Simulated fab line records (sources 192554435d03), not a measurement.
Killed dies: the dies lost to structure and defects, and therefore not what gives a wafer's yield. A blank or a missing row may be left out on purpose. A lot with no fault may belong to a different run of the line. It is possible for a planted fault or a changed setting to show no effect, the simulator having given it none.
Split-lot trial :: flow n5 finfet :: on a route of 1938 steps: 7 lots, 21 wafers read

THE SPLIT ITSELF
At N5_BEOL_M3_ETCH_64 (etches SOC in N2/H2, target depth 75 nm, overetch 15 nm, time 112.5 s), the setting bias w was moved away from the recipe's 150 W on 5 of the 21 wafers read, by -4.9% to +17.1%. This setting was run at the recipe's value on the other wafers.

The reading is taken at the split's own step.

THE READING
rf vpp V, in V, at N5_BEOL_M3_ETCH_64 (etches SOC in N2/H2, target depth 75 nm, overetch 15 nm, time 112.5 s). Fault-free wafers of this fab line usually give 524.5 V, standard deviation 2.4 V.

wafer: L076.3
tool, chamber at the split: rie diel-05, 2
bias w as run, W: 150
against the recipe: recipe
rf vpp V, V: 520.0
against lot-mates on the recipe: -

wafer: L076.4
tool, chamber at the split: rie diel-05, 1
bias w as run, W: 150
against the recipe: recipe
rf vpp V, V: 527.6
against lot-mates on the recipe: -

wafer: L076.5
tool, chamber at the split: rie diel-05, 2
bias w as run, W: 163.6
against the recipe: +9.1%
rf vpp V, V: 549.3
against lot-mates on the recipe: +25.5

wafer: L079.1
tool, chamber at the split: rie diel-03, 2
bias w as run, W: 175.7
against the recipe: +17.1%
rf vpp V, V: 582.0
against lot-mates on the recipe: +55.7

wafer: L079.5
tool, chamber at the split: rie diel-03, 0
bias w as run, W: 150
against the recipe: recipe
rf vpp V, V: 525.8
against lot-mates on the recipe: -

wafer: L079.6
tool, chamber at the split: rie diel-03, 2
bias w as run, W: 150
against the recipe: recipe
rf vpp V, V: 526.9
against lot-mates on the recipe: -

wafer: L085.1
tool, chamber at the split: rie diel-05, 0
bias w as run, W: 142.7
against the recipe: -4.9%
rf vpp V, V: 508.2
against lot-mates on the recipe: -16.2

wafer: L085.3
tool, chamber at the split: rie diel-05, 1
bias w as run, W: 150
against the recipe: recipe
rf vpp V, V: 524.8
against lot-mates on the recipe: -

wafer: L085.5
tool, chamber at the split: rie diel-05, 3
bias w as run, W: 150
against the recipe: recipe
rf vpp V, V: 524.0
against lot-mates on the recipe: -

wafer: L086.1
tool, chamber at the split: rie diel-06, 1
bias w as run, W: 162.5
against the recipe: +8.3%
rf vpp V, V: 555.4
against lot-mates on the recipe: +32.3

wafer: L086.2
tool, chamber at the split: rie diel-06, 3
bias w as run, W: 162.5
against the recipe: +8.3%
rf vpp V, V: 548.5
against lot-mates on the recipe: +25.4

wafer: L086.3
tool, chamber at the split: rie diel-06, 0
bias w as run, W: 150
against the recipe: recipe
rf vpp V, V: 523.1
against lot-mates on the recipe: -

wafer: L087.3
tool, chamber at the split: rie diel-05, 1
bias w as run, W: 150
against the recipe: recipe
rf vpp V, V: 525.6
against lot-mates on the recipe: -

wafer: L087.4
tool, chamber at the split: rie diel-05, 2
bias w as run, W: 150
against the recipe: recipe
rf vpp V, V: 520.3
against lot-mates on the recipe: -

wafer: L087.5
tool, chamber at the split: rie diel-05, 3
bias w as run, W: 150
against the recipe: recipe
rf vpp V, V: 525.7
against lot-mates on the recipe: -

wafer: L088.3
tool, chamber at the split: rie diel-06, 1
bias w as run, W: 150
against the recipe: recipe
rf vpp V, V: 527.3
against lot-mates on the recipe: -

wafer: L088.4
tool, chamber at the split: rie diel-06, 2
bias w as run, W: 150
against the recipe: recipe
rf vpp V, V: 524.7
against lot-mates on the recipe: -

wafer: L088.5
tool, chamber at the split: rie diel-06, 0
bias w as run, W: 150
against the recipe: recipe
rf vpp V, V: 521.9
against lot-mates on the recipe: -

wafer: L089.1
tool, chamber at the split: rie diel-06, 0
bias w as run, W: 150
against the recipe: recipe
rf vpp V, V: 522.9
against lot-mates on the recipe: -

wafer: L089.4
tool, chamber at the split: rie diel-06, 3
bias w as run, W: 150
against the recipe: recipe
rf vpp V, V: 520.4
against lot-mates on the recipe: -

wafer: L089.5
tool, chamber at the split: rie diel-06, 2
bias w as run, W: 150
against the recipe: recipe
rf vpp V, V: 523.9
against lot-mates on the recipe: -

FIT RESULTS
A straight line over all 21 wafers: rf vpp V changes by +3.28 V for each +1% of bias w; r = +0.99; the points scatter about the line by 2.7 V.
The same after taking each lot's own level away (the mean of its wafers on the recipe; 21 wafers): +3.24 V for each +1%; r = +0.99; scatter 2.5 V.
The reading moves by 56 V for the largest change in bias w, on that fit.
The span of the lots' own levels, 522.40 to 526.35 V, comes to 1.6 times the standard deviation stated above.
Consequently the slope shifts little with the lot-to-lot level, the two slopes agreeing.
Check: for one of the wafers moved furthest among these (+17.1%), held out of the fit, the line's prediction against its lot-mates is +55.4 V. Against them it came out at +55.7 V.
Tool readings at the split's step, against how far the setting was moved: rf vpp V r = +0.99.

THE OTHER SPLITS THESE WAFERS WENT THROUGH
These wafers also went through other splits before the reading. Each is held against what the fit with the lots' levels taken away leaves over:
other split on the same wafers: N5_BEOL_M0_SAQP_COAT_82 spin rpm
wafers away from the commonest value: 8
r with rf vpp V (lot level and that fit taken away): +0.29

other split on the same wafers: N5_BEOL_M0_CUTY_COAT_51 spin rpm
wafers away from the commonest value: 8
r with rf vpp V (lot level and that fit taken away): +0.03

other split on the same wafers: N5_BEOL_M2_COAT_62 spin rpm
wafers away from the commonest value: 4
r with rf vpp V (lot level and that fit taken away): +0.25

other split on the same wafers: N5_BEOL_M2_COAT_76 spin rpm
wafers away from the commonest value: 2
r with rf vpp V (lot level and that fit taken away): +0.07

other split on the same wafers: N5_BEOL_M2_DESCUM_33 time s
wafers away from the commonest value: 11
r with rf vpp V (lot level and that fit taken away): -0.10

other split on the same wafers: N5_BEOL_M3_COAT_05 spin rpm
wafers away from the commonest value: 7
r with rf vpp V (lot level and that fit taken away): +0.07

THE WHOLE CHAIN: every reading that the file lists as answering this split, in the file's order
step: N5_BEOL_M3_ETCH_64
what it does: etches SOC in N2/H2, target depth 75 nm, overetch 15 nm, time 112.5 s
reading: rf vpp V
change (the file's fit): +3.21 V for each +1% of the setting
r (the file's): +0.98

step: N5_BEOL_M3_ETCH_64
what it does: etches SOC in N2/H2, target depth 75 nm, overetch 15 nm, time 112.5 s
reading: SiARC_of_BEOL_M3_COAT_62.thk nm (the simulator's own value, which no gauge read)
change (the file's fit): -0.0656 nm for each +1% of the setting
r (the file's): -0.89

THE FILE'S OWN FIT
rf vpp V changes by +3.21 V for each +1% of bias w, r = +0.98.
